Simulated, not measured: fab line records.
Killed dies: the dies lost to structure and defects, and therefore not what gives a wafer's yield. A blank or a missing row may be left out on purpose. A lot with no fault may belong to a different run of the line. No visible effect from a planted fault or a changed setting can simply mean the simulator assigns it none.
Chamber matching ; flow n5Finfet ; N5_BEOL_M3_ETCHBACK_99 on rieDiel-02: 4 sister chambers
The step etches SiO2 in CHF3, target depth 5 nm, time 10.4 s. 8 wafers are shown with their chamber, then 11 later ones without.

## WAFERS, EACH WITH ITS CHAMBER
wafer;chamber;throttleValvePct (%);oesProductAu (a.u.)
L081.1;3;17.08;0.68
L081.6;0;17.15;0.69
L084.2;0;17.16;0.69
L089.6;2;16.82;0.91
L091.3;1;16.73;0.79
L091.4;2;16.82;0.92
L091.6;3;17.12;0.67
L092.2;1;16.72;0.78

## WAFERS WITH NO CHAMBER GIVEN
wafer;throttleValvePct (%);oesProductAu (a.u.)
L092.3;17.10;0.67
L092.5;17.13;0.67
L094.2;17.13;0.66
L094.4;17.12;0.66
L094.5;16.84;0.88
L095.1;16.85;0.88
L095.2;16.82;0.97
L095.3;16.85;0.88
L097.1;16.83;0.96
L097.3;16.86;0.89
L097.4;16.83;0.97

## THE CHAMBER EACH PASSED THROUGH
wafer;from the rows above;in truth
L092.3;3;3
L092.5;can't be placed: 3 or 0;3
L094.2;3;3
L094.4;3;3
L094.5;2;2
L095.1;2;2
L095.2;2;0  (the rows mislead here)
L095.3;2;2
L097.1;2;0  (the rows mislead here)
L097.3;2;2
L097.4;2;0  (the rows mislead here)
7 of 11 placed correctly. Cannot be placed on the basis of these rows: 1; the candidates contain the true chamber in 1. Number placed wrongly: 3.
How it was worked out, from the rows above alone: a wafer's distance from a chamber is the root of the sum, over the readings, of the square of ((its reading less the chamber's mean) divided by the reading's scatter). The wafer belongs to the nearest chamber; if the next one is less than 2 further off, it can't be placed. For every chamber, the mean is computed from those of its wafers that are shown. The scatter: the root of (the sum of the squares of (reading less its chamber's mean) over the shown wafers, divided by (wafers less chambers)).
